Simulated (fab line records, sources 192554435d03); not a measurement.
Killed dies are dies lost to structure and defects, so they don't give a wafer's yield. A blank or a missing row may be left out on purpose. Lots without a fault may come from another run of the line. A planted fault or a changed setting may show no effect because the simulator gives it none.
Which tool did it? | flow n5_finfet | 11 lots, 33 wafers sampled, at 2 steps of a route of 1938

WHAT THE GAUGES READ, wafer by wafer
N5_BEOL_M5_THK_MEAS_01. Usual: M5_ILD_THK 120.9 nm, standard deviation 1.7.
lot  | measured     | on            | M5_ILD_THK (nm)   | flag
L947 | day 8 06:12  | film_metro-02 | 121.0 122.8 122.0 |
L951 | day 9 01:25  | film_metro-01 | 118.4 119.9 122.8 |
L953 | day 9 09:17  | film_metro-01 | 121.0 122.1 123.9 |
L955 | day 10 06:16 | film_metro-01 | 119.7 120.9 124.3 |
L957 | day 10 18:53 | film_metro-02 | 119.5 124.0 121.3 |
L958 | day 10 22:59 | film_metro-02 | 118.5 118.6 121.4 |
L966 | day 13 18:13 | film_metro-02 | 121.0 122.1 121.6 |
L948 | day 13 21:06 | film_metro-02 | 121.2 119.4 121.4 |
L967 | day 13 22:48 | film_metro-01 | 121.7 120.0 124.4 |
L969 | day 14 18:26 | film_metro-01 | 118.7 118.2 121.5 |
L968 | day 15 07:43 | film_metro-01 | 120.7 120.9 122.4 |

WHICH TOOL RAN EACH LOT (tool, then ch and the chambers of the sampled wafers, then the start)
lot  | N5_BEOL_M4_ANNEAL_95
L947 | pvd_sputter-03, day 8 02:09
L951 | pvd_sputter-02, day 8 22:38
L953 | pvd_sputter-02, day 9 05:34
L955 | pvd_sputter-02, day 10 03:25
L957 | pvd_sputter-02, day 10 15:37
L958 | pvd_sputter-02, day 10 20:05
L966 | pvd_sputter-03, day 13 15:22
L948 | pvd_sputter-01, day 13 18:20
L967 | pvd_sputter-03, day 13 19:49
L969 | pvd_sputter-03, day 14 15:30
L968 | pvd_sputter-02, day 15 04:25
- N5_BEOL_M4_ANNEAL_95: time 240 s.

WHAT THE TOOLS THEMSELVES READ (means of the sampled wafers that have a number; where no wafer has one, the mark that the record gives instead)
N5_BEOL_M4_ANNEAL_95. Usual: heater_power_w 803 W, standard deviation 64.
lot  | tool           | heater_power_w (W) | flag
L947 | pvd_sputter-03 | 848                |
L951 | pvd_sputter-02 | 816                |
L953 | pvd_sputter-02 | 815                |
L955 | pvd_sputter-02 | 794                |
L957 | pvd_sputter-02 | 790                |
L958 | pvd_sputter-02 | 781                |
L966 | pvd_sputter-03 | 852                |
L948 | pvd_sputter-01 | 772                |
L967 | pvd_sputter-03 | 788                |
L969 | pvd_sputter-03 | 797                |
L968 | pvd_sputter-02 | 812                |

THE ANSWER, worked out from the rows above alone
Rule: a lot is off if the mean of its wafers that have a number lies more than 3 standard deviations from the usual mean. A lot without any number at a reading at which 4 lots or more have one is off too. The other lots that the step has rows for count as sound. The gauges are gone through in route order, then the tools' own readings, and for those a lot's mean is taken as printed above. The first step at which some lot is off is used, and at that step the reading that is off furthest; a lot without a number counts as furthest.
No lot is off at any reading shown: from this, nothing can be told.

WHAT THE SIMULATOR HAD PUT IN
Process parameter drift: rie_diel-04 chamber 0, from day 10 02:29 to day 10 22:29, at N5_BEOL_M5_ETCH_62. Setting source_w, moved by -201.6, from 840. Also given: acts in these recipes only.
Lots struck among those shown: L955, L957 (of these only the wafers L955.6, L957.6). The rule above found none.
